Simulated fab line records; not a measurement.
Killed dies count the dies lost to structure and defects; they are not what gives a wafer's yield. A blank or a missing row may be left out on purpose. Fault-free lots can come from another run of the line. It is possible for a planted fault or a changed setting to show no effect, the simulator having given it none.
Chamber matching    flow nand-harc    4 sister chambers for NHARC_P_ZERO_WELL_ETCH_63 on rie-si-03
The step etches the open film in HBr/Cl2, target depth 120 nm, time 40.1 s. 4 wafers are shown with their chamber, then 9 later ones without.

== WAFERS PAIRED WITH THEIR CHAMBERS ==
wafer   chamber  drypump-motor-current-A (A)
L080.5  3        5.5
L084.1  0        5.3
L085.5  2        5.8
L085.6  1        6.2

== WAFERS WITH NO CHAMBER GIVEN ==
wafer   drypump-motor-current-A (A)
L086.1  5.9
L086.2  5.5
L086.4  6.2
L087.2  6.1
L087.3  5.3
L087.4  5.9
L089.2  5.9
L089.4  6.2
L089.6  5.9

== THE CHAMBER EACH PASSED THROUGH ==
wafer   from the rows above  in truth
L086.1  2                    2
L086.2  3                    3
L086.4  1                    1
L087.2  1                    1
L087.3  0                    0
L087.4  2                    2
L089.2  2                    2
L089.4  1                    1
L089.6  2                    2
Placed correctly: 9 of 9. Number that these rows cannot place: 0. 0 placed wrongly.
How it was worked out, from the rows above alone: a wafer's distance from a chamber is the root of the sum, over the readings, of the square of ((its reading less the chamber's mean) divided by the reading's scatter). If the next closest chamber is less than 2 further off than the closest, the wafer can't be placed; otherwise it belongs to the closest. A chamber's mean is the mean of its shown wafers. The scatter (one wafer shown for each chamber): square how far every hidden wafer sits from the nearest shown wafer, average those squares and take the square root.
